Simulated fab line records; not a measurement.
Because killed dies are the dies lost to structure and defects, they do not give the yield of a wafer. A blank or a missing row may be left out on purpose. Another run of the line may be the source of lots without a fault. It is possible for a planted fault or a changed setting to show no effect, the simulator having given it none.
Split-lot trial || flow n5Finfet || route with 1938 steps; 7 lots, 39 wafers read

== THE SPLIT ==
At N5_FIN_SAQP_ETCH_69 (etches SOC in N2/H2, stops on SiNx, target depth 150 nm), the setting targetDepthA was moved away from the recipe's 1500 angstrom on 18 of the 39 wafers read, by -11.3% to +10.5%. The other wafers ran this setting at the recipe's value.

The split's own step is where the reading is taken.

== THE READING ==
SOC_of_FIN_SAQP_COAT_68.thkNm (the simulator's own value, which no gauge read), in nm, at N5_FIN_SAQP_ETCH_69 (etches SOC in N2/H2, stops on SiNx, target depth 150 nm). The file gives no usual value for it. Across the 21 wafers here that went through the recipe, the average is 5.1 nm and the standard deviation 2.7 nm.

{"wafer": "L077.1", "tool, chamber at the split": "rieDiel-06, 3", "targetDepthA as run, angstrom": 1500, "against the recipe": "recipe", "SOC_of_FIN_SAQP_COAT_68.thkNm, nm": 8.2, "against lot-mates on the recipe": "-"}
{"wafer": "L077.2", "tool, chamber at the split": "rieDiel-06, 1", "targetDepthA as run, angstrom": 1443, "against the recipe": "-3.8%", "SOC_of_FIN_SAQP_COAT_68.thkNm, nm": 8.2, "against lot-mates on the recipe": "+0.7"}
{"wafer": "L077.3", "tool, chamber at the split": "rieDiel-06, 0", "targetDepthA as run, angstrom": 1443, "against the recipe": "-3.8%", "SOC_of_FIN_SAQP_COAT_68.thkNm, nm": 9.2, "against lot-mates on the recipe": "+1.7"}
{"wafer": "L077.4", "tool, chamber at the split": "rieDiel-06, 2", "targetDepthA as run, angstrom": 1500, "against the recipe": "recipe", "SOC_of_FIN_SAQP_COAT_68.thkNm, nm": 5.6, "against lot-mates on the recipe": "-"}
{"wafer": "L077.5", "tool, chamber at the split": "rieDiel-06, 3", "targetDepthA as run, angstrom": 1500, "against the recipe": "recipe", "SOC_of_FIN_SAQP_COAT_68.thkNm, nm": 8.8, "against lot-mates on the recipe": "-"}
{"wafer": "L077.6", "tool, chamber at the split": "rieDiel-06, 0", "targetDepthA as run, angstrom": 1443, "against the recipe": "-3.8%", "SOC_of_FIN_SAQP_COAT_68.thkNm, nm": 9.8, "against lot-mates on the recipe": "+2.3"}
{"wafer": "L078.2", "tool, chamber at the split": "rieDiel-04, 2", "targetDepthA as run, angstrom": 1500, "against the recipe": "recipe", "SOC_of_FIN_SAQP_COAT_68.thkNm, nm": 3.2, "against lot-mates on the recipe": "-"}
{"wafer": "L078.3", "tool, chamber at the split": "rieDiel-04, 0", "targetDepthA as run, angstrom": 1500, "against the recipe": "recipe", "SOC_of_FIN_SAQP_COAT_68.thkNm, nm": 6.2, "against lot-mates on the recipe": "-"}
{"wafer": "L078.4", "tool, chamber at the split": "rieDiel-04, 1", "targetDepthA as run, angstrom": 1500, "against the recipe": "recipe", "SOC_of_FIN_SAQP_COAT_68.thkNm, nm": 0, "against lot-mates on the recipe": "-"}
{"wafer": "L081.1", "tool, chamber at the split": "rieDiel-06, 2", "targetDepthA as run, angstrom": 1500, "against the recipe": "recipe", "SOC_of_FIN_SAQP_COAT_68.thkNm, nm": 5, "against lot-mates on the recipe": "-"}
{"wafer": "L081.2", "tool, chamber at the split": "rieDiel-06, 0", "targetDepthA as run, angstrom": 1500, "against the recipe": "recipe", "SOC_of_FIN_SAQP_COAT_68.thkNm, nm": 4.8, "against lot-mates on the recipe": "-"}
{"wafer": "L081.3", "tool, chamber at the split": "rieDiel-06, 3", "targetDepthA as run, angstrom": 1500, "against the recipe": "recipe", "SOC_of_FIN_SAQP_COAT_68.thkNm, nm": 8.2, "against lot-mates on the recipe": "-"}
{"wafer": "L081.4", "tool, chamber at the split": "rieDiel-06, 1,0,1", "targetDepthA as run, angstrom": 1614, "against the recipe": "+7.6%", "SOC_of_FIN_SAQP_COAT_68.thkNm, nm": 0, "against lot-mates on the recipe": -6.0}
{"wafer": "L081.5", "tool, chamber at the split": "rieDiel-06, 1,0,1", "targetDepthA as run, angstrom": 1614, "against the recipe": "+7.6%", "SOC_of_FIN_SAQP_COAT_68.thkNm, nm": 0, "against lot-mates on the recipe": -6.0}
{"wafer": "L081.6", "tool, chamber at the split": "rieDiel-06, 1,0,1", "targetDepthA as run, angstrom": 1614, "against the recipe": "+7.6%", "SOC_of_FIN_SAQP_COAT_68.thkNm, nm": 0, "against lot-mates on the recipe": -6.0}
{"wafer": "L082.1", "tool, chamber at the split": "rieDiel-04, 0", "targetDepthA as run, angstrom": 1500, "against the recipe": "recipe", "SOC_of_FIN_SAQP_COAT_68.thkNm, nm": 7.2, "against lot-mates on the recipe": "-"}
{"wafer": "L082.2", "tool, chamber at the split": "rieDiel-04, 2,3,1", "targetDepthA as run, angstrom": 1658, "against the recipe": "+10.5%", "SOC_of_FIN_SAQP_COAT_68.thkNm, nm": 0, "against lot-mates on the recipe": -4.5}
{"wafer": "L082.3", "tool, chamber at the split": "rieDiel-04, 2,3,1", "targetDepthA as run, angstrom": 1658, "against the recipe": "+10.5%", "SOC_of_FIN_SAQP_COAT_68.thkNm, nm": 0, "against lot-mates on the recipe": -4.5}
{"wafer": "L082.5", "tool, chamber at the split": "rieDiel-04, 2,3,1", "targetDepthA as run, angstrom": 1658, "against the recipe": "+10.5%", "SOC_of_FIN_SAQP_COAT_68.thkNm, nm": 0, "against lot-mates on the recipe": -4.5}
{"wafer": "L082.4", "tool, chamber at the split": "rieDiel-04, 1", "targetDepthA as run, angstrom": 1500, "against the recipe": "recipe", "SOC_of_FIN_SAQP_COAT_68.thkNm, nm": 0, "against lot-mates on the recipe": "-"}
{"wafer": "L082.6", "tool, chamber at the split": "rieDiel-04, 0", "targetDepthA as run, angstrom": 1500, "against the recipe": "recipe", "SOC_of_FIN_SAQP_COAT_68.thkNm, nm": 6.4, "against lot-mates on the recipe": "-"}
{"wafer": "L083.1", "tool, chamber at the split": "rieDiel-06, 3", "targetDepthA as run, angstrom": 1500, "against the recipe": "recipe", "SOC_of_FIN_SAQP_COAT_68.thkNm, nm": 9, "against lot-mates on the recipe": "-"}
{"wafer": "L083.2", "tool, chamber at the split": "rieDiel-06, 0", "targetDepthA as run, angstrom": 1500, "against the recipe": "recipe", "SOC_of_FIN_SAQP_COAT_68.thkNm, nm": 6.2, "against lot-mates on the recipe": "-"}
{"wafer": "L083.3", "tool, chamber at the split": "rieDiel-06, 1", "targetDepthA as run, angstrom": 1331, "against the recipe": "-11.3%", "SOC_of_FIN_SAQP_COAT_68.thkNm, nm": 15.4, "against lot-mates on the recipe": "+8.6"}
{"wafer": "L083.4", "tool, chamber at the split": "rieDiel-06, 2", "targetDepthA as run, angstrom": 1331, "against the recipe": "-11.3%", "SOC_of_FIN_SAQP_COAT_68.thkNm, nm": 17.4, "against lot-mates on the recipe": "+10.6"}
{"wafer": "L083.5", "tool, chamber at the split": "rieDiel-06, 0", "targetDepthA as run, angstrom": 1331, "against the recipe": "-11.3%", "SOC_of_FIN_SAQP_COAT_68.thkNm, nm": 17, "against lot-mates on the recipe": "+10.2"}
{"wafer": "L083.6", "tool, chamber at the split": "rieDiel-06, 1", "targetDepthA as run, angstrom": 1500, "against the recipe": "recipe", "SOC_of_FIN_SAQP_COAT_68.thkNm, nm": 5.2, "against lot-mates on the recipe": "-"}
{"wafer": "L087.1", "tool, chamber at the split": "rieDiel-03, 2,1,2", "targetDepthA as run, angstrom": 1655, "against the recipe": "+10.3%", "SOC_of_FIN_SAQP_COAT_68.thkNm, nm": 0, "against lot-mates on the recipe": -5.7}
{"wafer": "L087.2", "tool, chamber at the split": "rieDiel-03, 2,1,2", "targetDepthA as run, angstrom": 1655, "against the recipe": "+10.3%", "SOC_of_FIN_SAQP_COAT_68.thkNm, nm": 0, "against lot-mates on the recipe": -5.7}
{"wafer": "L087.6", "tool, chamber at the split": "rieDiel-03, 2,1,2", "targetDepthA as run, angstrom": 1655, "against the recipe": "+10.3%", "SOC_of_FIN_SAQP_COAT_68.thkNm, nm": 0, "against lot-mates on the recipe": -5.7}
{"wafer": "L087.3", "tool, chamber at the split": "rieDiel-03, 0", "targetDepthA as run, angstrom": 1500, "against the recipe": "recipe", "SOC_of_FIN_SAQP_COAT_68.thkNm, nm": 5.2, "against lot-mates on the recipe": "-"}
{"wafer": "L087.4", "tool, chamber at the split": "rieDiel-03, 0", "targetDepthA as run, angstrom": 1500, "against the recipe": "recipe", "SOC_of_FIN_SAQP_COAT_68.thkNm, nm": 5.4, "against lot-mates on the recipe": "-"}
{"wafer": "L087.5", "tool, chamber at the split": "rieDiel-03, 1", "targetDepthA as run, angstrom": 1500, "against the recipe": "recipe", "SOC_of_FIN_SAQP_COAT_68.thkNm, nm": 6.4, "against lot-mates on the recipe": "-"}
{"wafer": "L093.1", "tool, chamber at the split": "rieDiel-04, 2", "targetDepthA as run, angstrom": 1388, "against the recipe": "-7.5%", "SOC_of_FIN_SAQP_COAT_68.thkNm, nm": 11.2, "against lot-mates on the recipe": "+9.5"}
{"wafer": "L093.2", "tool, chamber at the split": "rieDiel-04, 3", "targetDepthA as run, angstrom": 1500, "against the recipe": "recipe", "SOC_of_FIN_SAQP_COAT_68.thkNm, nm": 2.4, "against lot-mates on the recipe": "-"}
{"wafer": "L093.3", "tool, chamber at the split": "rieDiel-04, 1", "targetDepthA as run, angstrom": 1500, "against the recipe": "recipe", "SOC_of_FIN_SAQP_COAT_68.thkNm, nm": 0.2, "against lot-mates on the recipe": "-"}
{"wafer": "L093.4", "tool, chamber at the split": "rieDiel-04, 0", "targetDepthA as run, angstrom": 1388, "against the recipe": "-7.5%", "SOC_of_FIN_SAQP_COAT_68.thkNm, nm": 13.6, "against lot-mates on the recipe": "+11.9"}
{"wafer": "L093.5", "tool, chamber at the split": "rieDiel-04, 3", "targetDepthA as run, angstrom": 1500, "against the recipe": "recipe", "SOC_of_FIN_SAQP_COAT_68.thkNm, nm": 2.6, "against lot-mates on the recipe": "-"}
{"wafer": "L093.6", "tool, chamber at the split": "rieDiel-04, 2", "targetDepthA as run, angstrom": 1388, "against the recipe": "-7.5%", "SOC_of_FIN_SAQP_COAT_68.thkNm, nm": 11, "against lot-mates on the recipe": "+9.3"}
The file does not say which wafer passed through which chamber wherever a row lists several chambers: such a row stands for several wafers.

FIT RESULTS
A straight line over all 39 wafers: SOC_of_FIN_SAQP_COAT_68.thkNm changes by -0.732 nm for each +1% of targetDepthA; r = -0.88; the points scatter about the line by 2.4 nm.
The same after taking each lot's own level away (the mean of its wafers on the recipe; 39 wafers): -0.738 nm for each +1%; r = -0.90; scatter 2.2 nm.
According to that fit, moving targetDepthA by its largest amount changes the reading by 8.3 nm.
The lots' own levels span 1.73 to 7.53 nm, that is 2.2 times the standard deviation above.
So the lot-to-lot level changes the slope little: the two slopes agree.
Check: for one of the wafers moved furthest among these (-11.3%), held out of the fit, the line's prediction against its lot-mates is +9.13 nm. It came out at +8.6 nm against them.

== THESE WAFERS: OTHER SPLITS ==
Other splits were also applied to these wafers ahead of the reading. Each is held against what the fit with the lots' levels taken away leaves over:
{"other split on the same wafers": "N5_WELL_APT_IMPLANT_32 energyKev", "wafers away from the commonest value": 15, "r with SOC_of_FIN_SAQP_COAT_68.thkNm (lot level and that fit taken away)": "+0.21"}

== FILE'S OWN FIT ==
SOC_of_FIN_SAQP_COAT_68.thkNm changes by -0.729 nm for each +1% of targetDepthA, r = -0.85.
